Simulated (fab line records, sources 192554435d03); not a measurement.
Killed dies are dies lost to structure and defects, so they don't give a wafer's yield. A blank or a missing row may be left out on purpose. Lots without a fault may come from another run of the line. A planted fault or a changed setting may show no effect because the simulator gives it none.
One fault seen from 2 desks | flow n5_finfet | each desk has only its own numbers; what lay behind them comes last

THE METROLOGY DESK
What the gauges read, lot by lot, whatever tool the lot ran on: means of the sampled wafers that have a number. A lot is out of limits, marked OUT, if its mean lies more than 4 standard deviations from the usual mean; the brackets give that distance.
Columns: A = cd_nm at N5_BEOL_M10_CD_MEAS_35, usual 70.2 nm
lot  | first seen here | A
L553 | day 10 07:04    | 69.6
L552 | day 10 10:55    | 69.7
L554 | day 10 13:46    | 69.9
L555 | day 10 22:59    | 69.5
L560 | day 12 06:41    | 69.6
L563 | day 12 16:14    | 70.0
L562 | day 13 04:59    | 69.6
L565 | day 13 10:04    | 70.9
L566 | day 14 07:58    | 70.3
L567 | day 14 08:20    | 70.0
L571 | day 14 19:17    | 70.1
L570 | day 15 05:07    | 70.6
This desk's finding: nothing out of limits on any of the 12 lots.

THE TOOL OWNER'S DESK: cvd_co-02
The tool's own readings at N5_BEOL_M10_CVD_75 (deposits Co from CCTBA/H2, target thk 2 nm, time 138.9 s): means of the sampled wafers that have a number, for each lot that ran on this tool. A lot is out of limits, marked OUT, if its mean lies more than 4 standard deviations from the usual mean; the brackets give that distance.
Columns: A = run_length_s at N5_BEOL_M10_CVD_75, usual 161.5 s
lot  | first seen here | A
L553 | day 10 08:17    | 162.1
L560 | day 12 09:08    | 150.0 (-23) OUT
L563 | day 12 18:19    | 144.5 (-35) OUT
L562 | day 13 06:12    | 144.2 (-35) OUT
This desk's finding: out of limits on L560, L562, L563; first on L560, day 12 09:08 (run_length_s at N5_BEOL_M10_CVD_75). In limits: L553.

PUT TOGETHER
The tool owner's desk could have raised an alarm at day 12 09:08, on L560, L562, L563.
The metrology desk saw nothing out of limits.
The metrology desk has L560, L562, L563 on record, within its limits.
Of the lots named, all ran N5_BEOL_M10_CVD_75 on cvd_co-02.

WHAT THE SIMULATOR HAD PUT IN
Process parameter drift: cvd_co-02, from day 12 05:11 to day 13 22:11, at N5_BEOL_M10_CVD_75. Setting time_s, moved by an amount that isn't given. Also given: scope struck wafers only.
Lots struck among those shown: L560, L562, L563.
Hours from the fault's start to each desk's first reading out of limits: the tool owner's desk, 4.
